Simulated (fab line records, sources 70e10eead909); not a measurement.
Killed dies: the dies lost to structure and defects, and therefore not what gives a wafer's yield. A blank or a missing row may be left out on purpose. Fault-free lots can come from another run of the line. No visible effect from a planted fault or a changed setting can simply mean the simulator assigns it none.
Matching of chambers || flow nandHarc || 4 sister chambers for NHARC_A_STAIRCASE_DESCUM_168 on rieDiel-13
The step chemistry O2, time 3 s. 8 wafers are shown with their chamber, then 9 later ones without.

## EACH WAFER AND ITS CHAMBER
{"wafer": "L074.4", "chamber": 3, "showerheadPlenumPTorr (Torr)": 1.81, "drypumpMotorCurrentA (A)": 6.1}
{"wafer": "L079.4", "chamber": 2, "showerheadPlenumPTorr (Torr)": 2.07, "drypumpMotorCurrentA (A)": 6.3}
{"wafer": "L081.6", "chamber": 1, "showerheadPlenumPTorr (Torr)": 1.99, "drypumpMotorCurrentA (A)": 6.4}
{"wafer": "L082.5", "chamber": 3, "showerheadPlenumPTorr (Torr)": 1.80, "drypumpMotorCurrentA (A)": 6.1}
{"wafer": "L082.6", "chamber": 2, "showerheadPlenumPTorr (Torr)": 2.07, "drypumpMotorCurrentA (A)": 6.3}
{"wafer": "L085.3", "chamber": 0, "showerheadPlenumPTorr (Torr)": 1.81, "drypumpMotorCurrentA (A)": 6.5}
{"wafer": "L085.5", "chamber": 0, "showerheadPlenumPTorr (Torr)": 1.81, "drypumpMotorCurrentA (A)": 6.4}
{"wafer": "L085.6", "chamber": 1, "showerheadPlenumPTorr (Torr)": 1.99, "drypumpMotorCurrentA (A)": 6.4}

## WAFERS WHOSE CHAMBER IS MISSING
{"wafer": "L089.2", "showerheadPlenumPTorr (Torr)": 1.81, "drypumpMotorCurrentA (A)": 6.4}
{"wafer": "L089.3", "showerheadPlenumPTorr (Torr)": 1.80, "drypumpMotorCurrentA (A)": 6.1}
{"wafer": "L089.4", "showerheadPlenumPTorr (Torr)": 2.06, "drypumpMotorCurrentA (A)": 6.3}
{"wafer": "L094.1", "showerheadPlenumPTorr (Torr)": 1.98, "drypumpMotorCurrentA (A)": 6.4}
{"wafer": "L094.2", "showerheadPlenumPTorr (Torr)": 1.80, "drypumpMotorCurrentA (A)": 6.4}
{"wafer": "L094.4", "showerheadPlenumPTorr (Torr)": 2.06, "drypumpMotorCurrentA (A)": 6.2}
{"wafer": "L095.2", "showerheadPlenumPTorr (Torr)": 1.80, "drypumpMotorCurrentA (A)": 6.5}
{"wafer": "L095.4", "showerheadPlenumPTorr (Torr)": 1.98, "drypumpMotorCurrentA (A)": 6.4}
{"wafer": "L095.5", "showerheadPlenumPTorr (Torr)": 1.98, "drypumpMotorCurrentA (A)": 6.4}

## WHICH CHAMBER EACH WENT THROUGH
{"wafer": "L089.2", "from the rows above": 0, "in truth": 0}
{"wafer": "L089.3", "from the rows above": 3, "in truth": 3}
{"wafer": "L089.4", "from the rows above": 2, "in truth": 2}
{"wafer": "L094.1", "from the rows above": 1, "in truth": 1}
{"wafer": "L094.2", "from the rows above": 0, "in truth": 0}
{"wafer": "L094.4", "from the rows above": 2, "in truth": 2}
{"wafer": "L095.2", "from the rows above": 0, "in truth": 0}
{"wafer": "L095.4", "from the rows above": 1, "in truth": 1}
{"wafer": "L095.5", "from the rows above": 1, "in truth": 1}
Correctly placed: 9 of 9. Can't be placed from these rows: 0. Wrongly placed: 0.
How it was worked out, from the rows above alone: a wafer's distance from a chamber is the root of the sum, over the readings, of the square of ((its reading less the chamber's mean) divided by the reading's scatter). If the next closest chamber is less than 2 further off than the closest, the wafer can't be placed; otherwise it belongs to the closest. The mean given for a chamber averages the wafers shown for that chamber. How the scatter is found: for the shown wafers, subtract from each reading the mean of its chamber, square and add these, divide the total by (wafers less chambers), then take the root.
